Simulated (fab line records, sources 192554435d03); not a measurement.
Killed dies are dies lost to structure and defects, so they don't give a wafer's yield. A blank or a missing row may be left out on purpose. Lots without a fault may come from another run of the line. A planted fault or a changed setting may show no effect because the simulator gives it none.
Split-lot experiment | flow n5_finfet | 7 lots, 21 wafers read, on a route of 1938 steps

THE SPLIT
At N5_PASSIVATION_EXPOSE_07 (exposes mask TV, defocus 0 nm, target cd 3000 nm), the setting dose_mj was moved away from the recipe's 22.75 on 8 of the 21 wafers read, by -6.7% to +5.0%. The other wafers ran this setting at the recipe's value.

FROM THE SPLIT TO THE READING: what the file shows between them, 3 steps
- N5_PASSIVATION_PEB_08
- N5_PASSIVATION_DEVELOP_09: develop time 60 s
- N5_PASSIVATION_HARDBAKE_11: time 120 s

THE READING
cd_nm, in nm, at N5_PASSIVATION_CD_MEAS_10 (target cd 3000 nm). Fault-free wafers of this fab line usually give 2999.7 nm, standard deviation 1.5 nm.

wafer  | tool, chamber at the split | dose_mj as run | against the recipe | cd_nm, nm | against lot-mates on the recipe
L076.1 | krf_scanner-01, 0          | 23.48          | +3.2%              | 3006.7    | +5.2
L076.5 | krf_scanner-01, 0          | 23.48          | +3.2%              | 3006.1    | +4.6
L076.6 | krf_scanner-01, 0          | 22.75          | recipe             | 3001.5    | -
L080.1 | krf_scanner-02, 0          | 22.75          | recipe             | 2999.6    | -
L080.2 | krf_scanner-02, 0          | 22.75          | recipe             | 3000.0    | -
L080.6 | krf_scanner-02, 0          | 22.75          | recipe             | 3000.8    | -
L086.3 | krf_scanner-02, 0          | 23.89          | +5.0%              | 3010.0    | +11.5
L086.4 | krf_scanner-02, 0          | 23.89          | +5.0%              | 3010.0    | +11.5
L086.5 | krf_scanner-02, 0          | 22.75          | recipe             | 2998.5    | -
L091.1 | krf_scanner-01, 0          | 23.29          | +2.4%              | 3003.8    | +3.7
L091.3 | krf_scanner-01, 0          | 22.75          | recipe             | 2998.5    | -
L091.5 | krf_scanner-01, 0          | 22.75          | recipe             | 3001.8    | -
L093.1 | krf_scanner-01, 0          | 22.75          | recipe             | 3002.6    | -
L093.4 | krf_scanner-01, 0          | 22.75          | recipe             | 3002.3    | -
L093.5 | krf_scanner-01, 0          | 22.75          | recipe             | 3001.7    | -
L097.2 | krf_scanner-02, 0          | 22.75          | recipe             | 2998.9    | -
L097.5 | krf_scanner-02, 0          | 22.75          | recipe             | 2997.7    | -
L097.6 | krf_scanner-02, 0          | 21.23          | -6.7%              | 2984.7    | -13.6
L096.1 | krf_scanner-02, 0          | 23.32          | +2.5%              | 3007.5    | +7.2
L096.5 | krf_scanner-02, 0          | 22.75          | recipe             | 3000.3    | -
L096.6 | krf_scanner-02, 0          | 23.32          | +2.5%              | 3006.0    | +5.7

THE FIT
A straight line over all 21 wafers: cd_nm changes by +2.13 nm for each +1% of dose_mj; r = +0.96; the points scatter about the line by 1.5 nm.
The same after taking each lot's own level away (the mean of its wafers on the recipe; 21 wafers): +2.08 nm for each +1%; r = +0.98; scatter 1.1 nm.
On that fit, the largest move of dose_mj shifts the reading by 14 nm.
The lots' own levels span 2998.30 to 3002.20 nm, that is 2.6 times the standard deviation above.
So the lot-to-lot level changes the slope little: the two slopes agree.
Check: with one of the wafers moved furthest among these (-6.7%) left out of the fit, the line predicts -14.3 nm for it against its lot-mates. It came out at -13.6 nm against them.

OTHER SPLITS ON THESE WAFERS
These wafers also went through other splits before the reading. Each is held against what the fit with the lots' levels taken away leaves over:
other split on the same wafers    | wafers away from the commonest value | r with cd_nm (lot level and that fit taken away)
N5_BEOL_M12_ETCH_38 time_s        | 5                                    | +0.38
N5_BEOL_M14_COAT_04 spin_rpm      | 6                                    | +0.24
N5_BEOL_M14_SPUTTER_43 power_w    | 9                                    | +0.10
N5_BEOL_M15_ILD_DEP_00 time_s     | 7                                    | +0.22
N5_BEOL_M15_ETCH_61 time_s        | 5                                    | -0.33
N5_BEOL_M15_TRENCH_ETCH_34 time_s | 5                                    | +0.59

THE FILE'S OWN FIT
cd_nm changes by +2.06 nm for each +1% of dose_mj, r = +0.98.
